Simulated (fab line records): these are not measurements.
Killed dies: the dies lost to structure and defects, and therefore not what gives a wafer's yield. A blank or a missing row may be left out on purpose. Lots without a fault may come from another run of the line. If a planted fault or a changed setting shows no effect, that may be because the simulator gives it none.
Which tool was responsible?	flow n5Finfet	51 wafers from 17 lots sampled at 6 of the route's 1938 steps

== WHAT EACH GAUGE READ, for each wafer ==
No reading from a measuring or inspecting step in the record can be judged against a usual standard deviation.

== EACH LOT AND THE TOOL THAT RAN IT (in order: tool; ch and the chambers of the sampled wafers; start) ==
lot	N5_DUMMY_GATE_STRIP_41	N5_DUMMY_GATE_HM_OPEN_21	N5_SD_EPI_N_ETCH_16	N5_SD_EPI_P_DESCUM_14	N5_SD_EPI_P_ETCH_36	N5_SDB_ETCH_17
L074	rieDiel-06 ch 1,2,3, day 3 11:07	rieDiel-06 ch 1,2,3, day 3 11:09	rieDiel-05 ch 1,3, day 3 13:23	rieDiel-04 ch 0,1,2, day 3 17:51	rieDiel-04 ch 0,1,2, day 3 17:53	rieDiel-01 ch 0,1, day 4 06:40
L076	rieDiel-02 ch 0,1,3, day 3 15:28	rieDiel-02 ch 0,1,3, day 3 15:31	rieDiel-05 ch 0,1,3, day 3 17:47	rieDiel-06 ch 2,3, day 3 21:37	rieDiel-06 ch 2,3, day 3 21:38	rieDiel-05 ch 1,2,3, day 4 09:08
L078	rieDiel-06 ch 2,3, day 3 22:38	rieDiel-06 ch 2,3, day 3 22:41	rieDiel-05 ch 1,2,3, day 4 01:02	rieDiel-06 ch 0,1,2, day 4 04:51	rieDiel-06 ch 0,1,2, day 4 04:53	rieDiel-01 ch 1,2,3, day 4 16:41
L077	rieDiel-04 ch 0,3, day 4 02:38	rieDiel-04 ch 0,3, day 4 02:41	rieDiel-05 ch 0,1,2, day 4 05:02	rieDiel-02 ch 0,3, day 4 08:55	rieDiel-02 ch 0,3, day 4 08:56	rieDiel-05 ch 2,3, day 4 20:16
L080	rieDiel-04 ch 0,2,3, day 4 10:39	rieDiel-04 ch 0,2,3, day 4 10:41	rieDiel-01 ch 0,1, day 4 13:37	rieDiel-02 ch 0,1, day 4 17:26	rieDiel-02 ch 0,1, day 4 17:28	rieDiel-01 ch 0,1,3, day 5 07:20
L079	rieDiel-06 ch 2,3, day 4 12:21	rieDiel-06 ch 2,3, day 4 12:23	rieDiel-05 ch 2,3, day 4 14:44	rieDiel-06 ch 1,2,3, day 4 18:32	rieDiel-06 ch 1,2,3, day 4 18:35	rieDiel-03 ch 0,1, day 5 08:01
L081	rieDiel-04 ch 1,2, day 4 18:43	rieDiel-04 ch 1,2, day 4 18:46	rieDiel-05 ch 2,3, day 4 21:33	rieDiel-04 ch 1,2, day 5 01:25	rieDiel-04 ch 1,2, day 5 01:27	rieDiel-05 ch 0,1, day 5 12:51
L082	rieDiel-06 ch 1,2,3, day 5 01:14	rieDiel-06 ch 1,2,3, day 5 01:17	rieDiel-05 ch 0, day 5 05:22	rieDiel-02 ch 0,1,3, day 5 09:22	rieDiel-02 ch 0,1,3, day 5 09:24	rieDiel-05 ch 0,3, day 5 21:16
L083	rieDiel-04 ch 1,2,3, day 5 03:32	rieDiel-04 ch 1,2,3, day 5 03:35	rieDiel-03 ch 0,2, day 5 05:50	rieDiel-04 ch 1,2,3, day 5 09:32	rieDiel-04 ch 1,2,3, day 5 09:34	rieDiel-03 ch 0,1, day 5 21:39
L085	rieDiel-06 ch 0,1,3, day 5 18:26	rieDiel-06 ch 0,1,3, day 5 18:29	rieDiel-01 ch 0,2, day 5 20:53	rieDiel-02 ch 0,1, day 6 01:44	rieDiel-02 ch 0,1, day 6 01:46	rieDiel-03 ch 1,3, day 6 14:11
L086	rieDiel-06 ch 0,2,3, day 6 03:14	rieDiel-06 ch 0,2,3, day 6 03:16	rieDiel-05 ch 0,3, day 6 06:34	rieDiel-06 ch 1,2,3, day 6 10:40	rieDiel-06 ch 1,2,3, day 6 10:42	rieDiel-01 ch 1,3, day 6 22:52
L088	rieDiel-06 ch 0,3, day 6 12:23	rieDiel-06 ch 0,3, day 6 12:25	rieDiel-01 ch 0,1,3, day 6 14:56	rieDiel-06 ch 0,2,3, day 6 21:55	rieDiel-06 ch 0,2,3, day 6 21:58	rieDiel-05 ch 0,1, day 7 10:53
L089	rieDiel-02 ch 0,1,3, day 6 23:14	rieDiel-02 ch 0,1,3, day 6 23:16	rieDiel-01 ch 0,3, day 7 01:42	rieDiel-04 ch 0,2,3, day 7 06:19	rieDiel-04 ch 0,2,3, day 7 06:22	rieDiel-03 ch 0,3, day 7 18:40
L090	rieDiel-04 ch 1,3, day 7 01:23	rieDiel-04 ch 1,3, day 7 01:25	rieDiel-05 ch 1,2, day 7 03:53	rieDiel-04 ch 2,3, day 7 07:53	rieDiel-04 ch 2,3, day 7 07:56	rieDiel-01 ch 0,1,3, day 7 19:32
L091	rieDiel-06 ch 2,3, day 7 05:27	rieDiel-06 ch 2,3, day 7 05:29	rieDiel-01 ch 1,2, day 7 07:57	rieDiel-02 ch 0,2,3, day 7 11:40	rieDiel-02 ch 0,2,3, day 7 11:41	rieDiel-05 ch 0,1,3, day 7 23:28
L094	rieDiel-06 ch 0,2,3, day 8 00:30	rieDiel-06 ch 0,2,3, day 8 00:32	rieDiel-01 ch 0,1,3, day 8 02:59	rieDiel-04 ch 0,1,2, day 8 07:43	rieDiel-04 ch 0,1,2, day 8 07:45	rieDiel-05 ch 0,1,3, day 8 20:08
L095	rieDiel-04 ch 0,1,2, day 8 07:32	rieDiel-04 ch 0,1,2, day 8 07:35	rieDiel-03 ch 0,2,3, day 8 09:56	rieDiel-02 ch 1,2,3, day 8 13:56	rieDiel-02 ch 1,2,3, day 8 13:58	rieDiel-01 ch 1,2,3, day 9 03:11
- N5_DUMMY_GATE_STRIP_41: strips in O2.
- N5_DUMMY_GATE_HM_OPEN_21: chemistry CH3F/O2, target SiNx, target depth 120 nm, time 171.4 s.
- N5_SD_EPI_N_ETCH_16: etches SiO2 in CHF3/O2, target depth 5 nm.
- N5_SD_EPI_P_DESCUM_14: chemistry O2, time 7.9 s.
- N5_SD_EPI_P_ETCH_36: etches SiARC in CF4, target depth 45.5 nm, time 75.8 s.
- N5_SDB_ETCH_17: etches SiARC in CF4, target depth 23.4 nm, time 39 s.

== WHAT THE TOOLS THEMSELVES READ (means of the sampled wafers that have a number; where no wafer has one, the mark that the record gives instead) ==
N5_DUMMY_GATE_STRIP_41.
lot	tool	chamberPressureMTorr (mTorr)	drypumpMotorCurrentA (A)	oesProductAu (a.u.)	rfVppV (V)	showerheadPlenumPTorr (Torr)	throttleValvePct (%)
L074	rieDiel-06	30.006	5.5	0.77	3.3	2.08	16.76
L076	rieDiel-02	29.981	5.7	0.74	3.9	2.08	16.66
L078	rieDiel-06	30.008	5.3	0.75	3.4	2.14	16.84
L077	rieDiel-04	30.009	5.7	0.68	3.3	2.07	16.84
L080	rieDiel-04	30.010	5.6	0.70	3.8	2.12	16.82
L079	rieDiel-06	30.009	5.3	0.75	3.7	2.09	16.95
L081	rieDiel-04	29.975	5.9	0.72	3.5	2.06	16.79
L082	rieDiel-06	30.023	5.4	0.74	4.0	2.07	16.78
L083	rieDiel-04	30.010	5.8	0.70	3.7	2.09	16.81
L085	rieDiel-06	29.990	5.3	0.82	3.6	2.03	16.69
L086	rieDiel-06	29.985	5.2	0.80	3.9	2.09	16.75
L088	rieDiel-06	29.981	5.2	0.81	3.6	2.04	16.87
L089	rieDiel-02	30.006	5.7	0.72	3.4	2.07	16.72
L090	rieDiel-04	30.023	5.9	0.69	3.3	2.04	16.86
L091	rieDiel-06	30.029	5.3	0.73	3.8	2.12	16.89
L094	rieDiel-06	30.041	5.2	0.77	4.1	2.09	16.78
L095	rieDiel-04	30.006	5.7	0.79	4.3	2.08	16.69

N5_DUMMY_GATE_HM_OPEN_21.
lot	tool	chamberPressureMTorr (mTorr)	drypumpMotorCurrentA (A)	oesProductAu (a.u.)	rfVppV (V)	showerheadPlenumPTorr (Torr)	throttleValvePct (%)
L074	rieDiel-06	30.006	5.4	0.76	302	2.00	16.55
L076	rieDiel-02	30.001	5.7	0.73	297	2.00	16.45
L078	rieDiel-06	30.005	5.3	0.75	304	2.05	16.57
L077	rieDiel-04	29.999	5.7	0.69	293	1.99	16.56
L080	rieDiel-04	30.008	5.5	0.70	297	2.04	16.58
L079	rieDiel-06	29.986	5.3	0.76	304	2.00	16.67
L081	rieDiel-04	30.038	5.9	0.72	297	1.99	16.64
L082	rieDiel-06	30.003	5.4	0.75	303	1.99	16.56
L083	rieDiel-04	30.010	5.7	0.71	297	2.01	16.61
L085	rieDiel-06	30.018	5.3	0.82	303	1.96	16.46
L086	rieDiel-06	30.003	5.2	0.80	303	2.01	16.49
L088	rieDiel-06	29.993	5.2	0.81	303	1.96	16.58
L089	rieDiel-02	30.003	5.7	0.70	298	1.99	16.50
L090	rieDiel-04	29.999	5.8	0.69	293	1.96	16.62
L091	rieDiel-06	30.018	5.3	0.73	305	2.04	16.62
L094	rieDiel-06	29.997	5.2	0.78	303	2.00	16.52
L095	rieDiel-04	29.986	5.8	0.79	296	2.01	16.50

N5_SD_EPI_N_ETCH_16.
lot	tool	chamberPressureMTorr (mTorr)	drypumpMotorCurrentA (A)	oesProductAu (a.u.)	rfVppV (V)	showerheadPlenumPTorr (Torr)	throttleValvePct (%)
L074	rieDiel-05	29.974	6.0	0.68	520	2.38	19.03
L076	rieDiel-05	30.008	5.7	0.77	518	2.42	18.94
L078	rieDiel-05	30.029	5.8	0.72	523	2.42	18.98
L077	rieDiel-05	30.006	5.7	0.80	520	2.46	18.95
L080	rieDiel-01	29.993	6.3	0.83	509	2.34	18.79
L079	rieDiel-05	29.997	5.6	0.75	523	2.46	18.94
L081	rieDiel-05	29.990	5.6	0.75	524	2.46	18.95
L082	rieDiel-05	29.984	5.3	0.91	513	2.48	18.84
L083	rieDiel-03	30.002	6.2	0.88	518	2.40	18.95
L085	rieDiel-01	29.968	5.9	0.76	517	2.38	18.98
L086	rieDiel-05	29.971	5.4	0.80	515	2.45	18.89
L088	rieDiel-01	30.016	5.9	0.80	513	2.30	18.72
L089	rieDiel-01	30.042	5.5	0.76	516	2.25	18.78
L090	rieDiel-05	30.006	5.8	0.84	524	2.45	18.89
L091	rieDiel-01	29.961	5.8	0.76	529	2.45	18.87
L094	rieDiel-01	30.010	5.9	0.78	513	2.30	18.73
L095	rieDiel-03	30.026	6.1	0.79	523	2.43	19.17

N5_SD_EPI_P_DESCUM_14.
lot	tool	chamberPressureMTorr (mTorr)	drypumpMotorCurrentA (A)	oesProductAu (a.u.)	rfVppV (V)	showerheadPlenumPTorr (Torr)	throttleValvePct (%)
L074	rieDiel-04	20.024	5.8	0.71	242.5	2.09	20.53
L076	rieDiel-06	20.004	5.3	0.76	242.4	2.08	20.73
L078	rieDiel-06	20.007	5.3	0.74	243.5	2.08	20.41
L077	rieDiel-02	20.002	5.6	0.73	243.2	2.10	20.61
L080	rieDiel-02	19.990	5.6	0.73	243.3	2.09	20.35
L079	rieDiel-06	19.980	5.4	0.74	242.8	2.07	20.55
L081	rieDiel-04	19.998	5.6	0.73	243.3	2.13	20.54
L082	rieDiel-02	19.988	5.7	0.73	242.7	2.07	20.40
L083	rieDiel-04	20.022	5.7	0.70	242.8	2.08	20.55
L085	rieDiel-02	20.007	5.6	0.72	242.7	2.09	20.37
L086	rieDiel-06	20.012	5.4	0.74	242.8	2.06	20.57
L088	rieDiel-06	19.999	5.1	0.79	243.0	2.09	20.56
L089	rieDiel-04	20.001	5.5	0.80	244.1	2.11	20.45
L090	rieDiel-04	20.002	5.5	0.70	242.8	2.10	20.56
L091	rieDiel-02	20.010	5.5	0.71	242.3	2.09	20.51
L094	rieDiel-04	19.998	5.8	0.79	243.1	2.08	20.46
L095	rieDiel-02	20.017	5.7	0.71	242.7	2.04	20.35

N5_SD_EPI_P_ETCH_36.
lot	tool	chamberPressureMTorr (mTorr)	drypumpMotorCurrentA (A)	etchRfOnTimeS (s)	oesProductAu (a.u.)	rfVppV (V)	showerheadPlenumPTorr (Torr)	throttleValvePct (%)
L074	rieDiel-04	40.01	5.8	76.7	0.61	184.1	2.13	15.69
L076	rieDiel-06	40.01	5.3	75.8	0.65	183.8	2.11	15.77
L078	rieDiel-06	40.00	5.3	74.8	0.63	183.5	2.13	15.61
L077	rieDiel-02	39.98	5.6	76.3	0.63	184.0	2.15	15.78
L080	rieDiel-02	39.98	5.6	79.3	0.61	184.2	2.15	15.63
L079	rieDiel-06	40.02	5.4	74.1	0.65	183.5	2.11	15.68
L081	rieDiel-04	40.00	5.6	77.6	0.63	184.1	2.17	15.67
L082	rieDiel-02	40.01	5.7	77.3	0.62	184.1	2.12	15.63
L083	rieDiel-04	40.01	5.7	75.6	0.61	184.3	2.12	15.72
L085	rieDiel-02	40.04	5.6	79.8	0.60	183.3	2.14	15.66
L086	rieDiel-06	39.98	5.4	73.5	0.64	183.6	2.11	15.72
L088	rieDiel-06	39.98	5.2	76.0	0.67	184.3	2.12	15.60
L089	rieDiel-04	40.03	5.6	74.8	0.69	184.5	2.15	15.56
L090	rieDiel-04	40.00	5.5	74.7	0.60	184.9	2.14	15.72
L091	rieDiel-02	39.99	5.5	78.1	0.61	184.0	2.14	15.75
L094	rieDiel-04	39.95	5.7	75.5	0.68	183.6	2.12	15.57
L095	rieDiel-02	39.97	5.7	77.1	0.61	183.5	2.08	15.60

N5_SDB_ETCH_17.
lot	tool	chamberPressureMTorr (mTorr)	drypumpMotorCurrentA (A)	etchRfOnTimeS (s)	oesProductAu (a.u.)	rfVppV (V)	showerheadPlenumPTorr (Torr)	throttleValvePct (%)
L074	rieDiel-01	39.98	6.3	39.2	0.72	183.4	2.08	15.49
L076	rieDiel-05	40.00	5.8	38.5	0.61	184.3	2.15	15.76
L078	rieDiel-01	39.99	5.7	38.3	0.70	183.6	2.10	15.41
L077	rieDiel-05	40.00	5.6	37.9	0.61	183.7	2.16	15.71
L080	rieDiel-01	39.99	5.9	38.6	0.71	183.7	2.05	15.43
L079	rieDiel-03	40.03	6.2	39.2	0.76	183.6	2.13	15.49
L081	rieDiel-05	40.00	5.7	39.1	0.70	184.2	2.17	15.60
L082	rieDiel-05	39.97	5.4	38.6	0.70	184.2	2.17	15.58
L083	rieDiel-03	39.97	6.3	39.6	0.76	183.9	2.15	15.42
L085	rieDiel-03	40.00	6.2	39.1	0.71	183.6	2.19	15.60
L086	rieDiel-01	40.00	6.0	37.9	0.72	182.9	2.06	15.30
L088	rieDiel-05	40.00	5.6	38.9	0.76	184.1	2.16	15.49
L089	rieDiel-03	39.99	5.9	39.7	0.67	184.1	2.13	15.80
L090	rieDiel-01	39.98	6.0	38.9	0.68	182.8	2.04	15.46
L091	rieDiel-05	39.97	5.7	38.7	0.79	183.6	2.14	15.39
L094	rieDiel-05	39.99	5.6	38.9	0.77	183.7	2.13	15.39
L095	rieDiel-01	40.01	5.6	39.2	0.65	183.4	2.09	15.48

== THE ANSWER, worked out from the rows above alone ==
Rule: usual is defined by the lots themselves. The widest of any qualifying gaps counts: lots, ordered by their means at a reading, are off when they make up no more than a third of the lots, leave a main group of 4 or more, and stand apart from it by 3 or more times the standard deviation of that group's means. If all means in a main group match to the digits the tables above print for the reading, that group is not used. Also off: a lot with no number at a reading for which 4 or more lots have one. Where the step has rows for the other lots, those lots are counted as sound. The gauges are gone through in route order, then the tools' own readings, and for those a lot's mean is taken as printed above. The first step at which some lot is off is used, and at that step the reading that is off furthest; a lot without a number counts as furthest.
None of the lots is off at any reading shown; this tells nothing.

== WHAT THE SIMULATOR PUT IN ==
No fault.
